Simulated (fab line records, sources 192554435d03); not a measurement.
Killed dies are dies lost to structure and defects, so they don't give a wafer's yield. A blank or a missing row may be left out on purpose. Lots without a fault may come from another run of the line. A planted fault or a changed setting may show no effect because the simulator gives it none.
Chamber matching | flow n5_finfet | N5_DUMMY_GATE_ETCH_44 on rie_si-06: 4 sister chambers
The step etches poly-Si in HBr/O2, stops on SiO2, target depth 127.5 nm. 8 wafers are shown with their chamber, then 9 later ones without.

WAFERS WITH THEIR CHAMBER
wafer  | chamber | drypump_motor_current_A (A) | throttle_valve_pct (%)
L085.5 | 0       | 6.1                         | 18.12
L088.5 | 3       | 5.3                         | 18.36
L088.6 | 0       | 6.1                         | 18.10
L090.5 | 2       | 5.7                         | 18.37
L090.6 | 1       | 6.1                         | 18.53
L091.1 | 2       | 5.6                         | 18.37
L091.4 | 1       | 6.1                         | 18.53
L091.5 | 3       | 5.3                         | 18.36

WAFERS WITHOUT THEIR CHAMBER
wafer  | drypump_motor_current_A (A) | throttle_valve_pct (%)
L094.1 | 5.6                         | 18.37
L094.2 | 5.3                         | 18.37
L094.6 | 6.1                         | 18.11
L095.1 | 6.1                         | 18.12
L095.5 | 6.1                         | 18.12
L095.6 | 5.3                         | 18.36
L097.1 | 5.6                         | 18.37
L097.3 | 6.1                         | 18.12
L097.5 | 5.3                         | 18.37

WHICH CHAMBER EACH WENT THROUGH
wafer  | from the rows above | in truth
L094.1 | 2                   | 2
L094.2 | 3                   | 3
L094.6 | 0                   | 0
L095.1 | 0                   | 0
L095.5 | 0                   | 0
L095.6 | 3                   | 3
L097.1 | 2                   | 2
L097.3 | 0                   | 0
L097.5 | 3                   | 3
Placed correctly: 9 of 9. Can't be placed from these rows: 0. Placed wrongly: 0.
How it was worked out, from the rows above alone: a wafer's distance from a chamber is the root of the sum, over the readings, of the square of ((its reading less the chamber's mean) divided by the reading's scatter). The wafer belongs to the nearest chamber; if the next one is less than 2 further off, it can't be placed. A chamber's mean is the mean of its shown wafers. The scatter: the root of (the sum of the squares of (reading less its chamber's mean) over the shown wafers, divided by (wafers less chambers)).
